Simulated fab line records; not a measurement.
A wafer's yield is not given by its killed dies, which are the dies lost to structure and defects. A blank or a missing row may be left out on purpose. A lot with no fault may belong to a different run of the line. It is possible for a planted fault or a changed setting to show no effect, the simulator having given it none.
The tool behind it: which one?	flow n5_finfet	10 lots, 30 wafers sampled, at 5 steps of a route of 1938

== WHAT EACH GAUGE READ, for each wafer ==
N5_BEOL_M6_INSPECT_30: inspects for defects (brightfield).
lot	measured	on	raw_defect_count
L747	day 9 15:57	defect_inspect-01	446 316 433
L751	day 10 09:56	defect_inspect-02	582 458 490
L750	day 10 22:34	defect_inspect-01	402 439 370
L753	day 11 21:20	defect_inspect-01	538 468 1452
L757	day 13 04:17	defect_inspect-01	1525 409 471
L760	day 13 04:27	defect_inspect-02	662 484 503
L763	day 14 08:01	defect_inspect-01	364 311 373
L767	day 14 19:15	defect_inspect-02	308 470 403
L768	day 15 17:26	defect_inspect-01	471 371 452
L769	day 15 21:41	defect_inspect-02	319 634 429

N5_BEOL_M6_OCD_MEAS_38.
lot	measured	on	trench_depth_nm (nm)
L747	day 9 16:25	ocd-02	95.5 93.6 95.0
L751	day 10 11:03	ocd-02	96.4 94.3 96.8
L750	day 10 23:10	ocd-02	94.4 92.8 93.2
L753	day 11 22:13	ocd-01	96.0 95.5 93.2
L757	day 13 04:45	ocd-02	92.7 93.0 96.2
L760	day 13 05:16	ocd-02	94.8 93.3 95.9
L763	day 14 08:28	ocd-02	95.0 95.1 94.3
L767	day 14 20:04	ocd-01	94.6 95.9 93.9
L768	day 15 17:54	ocd-02	92.9 95.7 92.9
L769	day 15 22:26	ocd-01	93.5 93.3 93.0

== EACH LOT AND THE TOOL THAT RAN IT (in order: tool; ch and the chambers of the sampled wafers; start) ==
lot	N5_BEOL_M6_ETCH_62	N5_BEOL_M6_STRIP_67	N5_BEOL_M6_STRIP_36
L747	rie_diel-05 ch 0,2,3, day 9 13:10	rie_diel-05 ch 0,2,3, day 9 13:19	rie_diel-04 ch 0,2,3, day 9 16:13
L751	rie_diel-02 ch 0,2, day 10 07:13	rie_diel-02 ch 0,2, day 10 07:21	rie_diel-04 ch 0,1,3, day 10 10:52
L750	rie_diel-02 ch 0,1, day 10 18:24	rie_diel-02 ch 0,1, day 10 18:32	rie_diel-05 ch 0,1,2, day 10 22:58
L753	rie_diel-02 ch 0,2,3, day 11 19:40	rie_diel-02 ch 0,2,3, day 11 19:49	rie_diel-04 ch 0,1,2, day 11 22:01
L757	rie_diel-02 ch 2,3, day 12 23:42	rie_diel-02 ch 2,3, day 12 23:51	rie_diel-02 ch 1,2,3, day 13 04:33
L760	rie_diel-04 ch 0,2, day 13 00:03	rie_diel-04 ch 0,2, day 13 00:11	rie_diel-05 ch 0,2,3, day 13 05:04
L763	rie_diel-05 ch 1,2, day 14 06:45	rie_diel-05 ch 1,2, day 14 06:54	rie_diel-02 ch 0,2, day 14 08:17
L767	rie_diel-05 ch 1,2,3, day 14 18:01	rie_diel-05 ch 1,2,3, day 14 18:10	rie_diel-04 ch 0,2, day 14 19:53
L768	rie_diel-02 ch 1,2,3, day 15 15:27	rie_diel-02 ch 1,2,3, day 15 15:36	rie_diel-02 ch 1,2,3, day 15 17:43
L769	rie_diel-02 ch 0,1,2, day 15 19:08	rie_diel-02 ch 0,1,2, day 15 19:17	rie_diel-05 ch 1,2, day 15 22:15
- N5_BEOL_M6_ETCH_62: etches SOC in N2/H2, target depth 110 nm, overetch 22 nm, time 165 s.
- N5_BEOL_M6_STRIP_67: strips in CF4.
- N5_BEOL_M6_STRIP_36: strips in N2/H2.

== WHAT THE TOOLS THEMSELVES READ (means of the sampled wafers that have a number; where no wafer has one, the mark that the record gives instead) ==
N5_BEOL_M6_ETCH_62.
lot	tool	drypump_motor_current_A (A)	oes_product_au (a.u.)	rf_vpp_V (V)	showerhead_plenum_p_Torr (Torr)	throttle_valve_pct (%)
L747	rie_diel-05	5.9	0.67	527	2.65	17.80
L751	rie_diel-02	5.7	0.75	526	2.63	17.62
L750	rie_diel-02	5.4	0.68	527	2.68	17.68
L753	rie_diel-02	5.9	0.69	525	2.61	17.70
L757	rie_diel-02	6.2	0.71	524	2.53	17.74
L760	rie_diel-04	6.2	0.69	524	2.53	17.89
L763	rie_diel-05	5.5	0.64	521	2.45	17.95
L767	rie_diel-05	5.8	0.69	523	2.54	17.85
L768	rie_diel-02	5.9	0.66	525	2.58	17.80
L769	rie_diel-02	5.7	0.68	526	2.60	17.74

N5_BEOL_M6_STRIP_67.
lot	tool	cf4_flow_sccm (sccm)	drypump_motor_current_A (A)	oes_product_au (a.u.)	rf_vpp_V (V)	showerhead_plenum_p_Torr (Torr)	throttle_valve_pct (%)
L747	rie_diel-05	149.9	5.9	0.79	272.9	1.86	13.57
L751	rie_diel-02	149.4	5.7	0.88	272.7	1.85	13.26
L750	rie_diel-02	150.3	5.4	0.81	272.5	1.89	13.46
L753	rie_diel-02	150.8	5.9	0.82	271.9	1.83	13.38
L757	rie_diel-02	150.2	6.2	0.84	272.0	1.79	13.40
L760	rie_diel-04	151.0	6.2	0.82	271.6	1.80	13.66
L763	rie_diel-05	150.0	5.5	0.77	269.4	1.74	13.71
L767	rie_diel-05	149.9	5.8	0.80	269.8	1.79	13.56
L768	rie_diel-02	150.1	5.9	0.78	271.5	1.82	13.56
L769	rie_diel-02	150.2	5.7	0.80	271.8	1.83	13.45

N5_BEOL_M6_STRIP_36.
lot	tool	drypump_motor_current_A (A)	oes_product_au (a.u.)	rf_vpp_V (V)	showerhead_plenum_p_Torr (Torr)	throttle_valve_pct (%)
L747	rie_diel-04	6.2	0.82	58.8	2.55	23.65
L751	rie_diel-04	6.2	0.77	60.4	2.53	23.48
L750	rie_diel-05	5.6	0.79	60.3	2.55	23.59
L753	rie_diel-04	6.2	0.79	59.1	2.51	23.60
L757	rie_diel-02	5.9	0.79	60.6	2.59	23.62
L760	rie_diel-05	5.9	0.83	59.8	2.64	23.53
L763	rie_diel-02	6.0	0.87	59.2	2.55	23.64
L767	rie_diel-04	6.3	0.81	59.6	2.59	23.65
L768	rie_diel-02	5.9	0.79	58.2	2.58	23.64
L769	rie_diel-05	5.7	0.78	59.0	2.56	23.66

== THE ANSWER, worked out from the rows above alone ==
Rule: usual is defined by the lots themselves. The widest of any qualifying gaps counts: lots, ordered by their means at a reading, are off when they make up no more than a third of the lots, leave a main group of 4 or more, and stand apart from it by 3 or more times the standard deviation of that group's means. A main group whose means are all the same, to the digits that the tables above print for the reading, isn't used. Also off: a lot with no number at a reading for which 4 or more lots have one. The other lots that the step has rows for count as sound. The gauges are gone through in route order, then the tools' own readings, and for those a lot's mean is taken as printed above. The first step at which some lot is off is used, and at that step the reading that is off furthest; a lot without a number counts as furthest.
Off: L753, L757 (N5_BEOL_M6_INSPECT_30, raw_defect_count). For the main group the mean is 437 and the standard deviation 62.
A tool fits if, at a process step before that reading, it ran every lot that is off, and no sound lot after the first of them. Gauges at N5_BEOL_M6_INSPECT_30: tried the same way as those tools. Of those tried, none fits.

== WHAT WAS PUT IN BY THE SIMULATOR ==
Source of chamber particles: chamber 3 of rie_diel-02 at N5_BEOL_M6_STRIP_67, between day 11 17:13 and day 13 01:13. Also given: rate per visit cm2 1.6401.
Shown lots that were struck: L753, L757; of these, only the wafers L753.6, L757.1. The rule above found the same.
